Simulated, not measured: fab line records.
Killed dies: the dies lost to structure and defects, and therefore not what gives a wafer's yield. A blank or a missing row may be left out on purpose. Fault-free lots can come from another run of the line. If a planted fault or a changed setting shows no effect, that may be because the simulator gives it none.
One fault through the eyes of 2 desks    flow nand-harc    each desk has only its own numbers; what lay behind them comes last

== METROLOGY DESK ==
Lot by lot, what the gauges showed, no matter which tool ran the lot: averages of those sampled wafers that carry a number. The brackets show how far a lot's mean lies from the usual mean; more than 4 standard deviations puts the lot out of limits, marked OUT.
Columns: A = cd-nm at NHARC_P_M0_CD_MEAS_09, usual 89.8 nm; B = overlay-x-nm at NHARC_P_M0_OVL_MEAS_10, usual -0.1 nm; C = overlay-y-nm at NHARC_P_M0_OVL_MEAS_10, usual -0.1 nm
lot   first seen here  A                B     C
L428  day 5 20:58      90.5             0.7   0.0
L427  day 5 21:28      89.3             -1.3  -1.6
L430  day 6 05:10      90.3             -0.2  0.0
L429  day 6 14:42      90.6             0.6   -0.6
L433  day 7 00:20      90.0             -0.5  -1.5
L431  day 7 01:07      89.6             -0.9  0.5
L432  day 7 02:05      90.4             1.2   1.0
L438  day 8 09:33      94.8 (+7.4) OUT  0.3   -1.1
L443  day 9 17:22      98.7 (+13) OUT   -1.1  0.0
L445  day 10 12:28     90.0             0.0   0.1
L446  day 10 19:38     89.0             -1.1  -1.3
L448  day 11 00:26     90.2             0.7   -1.1
L449  day 11 09:23     89.6             0.2   -0.4
L450  day 11 17:23     90.1             -0.0  -1.1
This desk's verdict: out of limits on L438, L443, starting with L438 at day 8 09:33 (cd-nm at NHARC_P_M0_CD_MEAS_09). In limits: L428, L427, L430, L429, L433, L431, L432, L445, L446, L448, L449, L450.

== THE TOOL OWNER'S DESK: litho-track-06 ==
The tool's own readings at NHARC_P_M0_PEB_07 (peb time 65 s): means of the sampled wafers that have a number, for each lot that ran on this tool. The brackets show how far a lot's mean lies from the usual mean; more than 4 standard deviations puts the lot out of limits, marked OUT.
Columns: A = exhaust-pa at NHARC_P_M0_PEB_07, usual 45.1 Pa; B = heater-power-total-W at NHARC_P_M0_PEB_07, usual 156.6 W
lot   first seen here  A     B
L428  day 5 20:53      45.6  156.3
L433  day 7 00:16      46.0  156.3
L432  day 7 02:01      44.7  156.3
L438  day 8 09:28      45.8  157.0
L443  day 9 17:17      44.0  157.0
Finding of this desk: none of the 5 lots has anything out of limits.

== BROUGHT TOGETHER ==
L438, L443 would have let the metrology desk raise an alarm at day 8 09:33.
The desk of the tool owner found nothing out of limits.
The tool owner's desk has L438, L443 on record, within its limits.
All the named lots went through NHARC_P_M0_PEB_07 on litho-track-06.

== WHAT THE SIMULATOR HAD INSERTED ==
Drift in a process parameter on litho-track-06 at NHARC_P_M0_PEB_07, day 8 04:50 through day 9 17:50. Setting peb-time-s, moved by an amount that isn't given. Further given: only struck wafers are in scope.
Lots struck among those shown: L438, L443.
Hours from the fault's start to each desk's first reading out of limits: the metrology desk, 5.
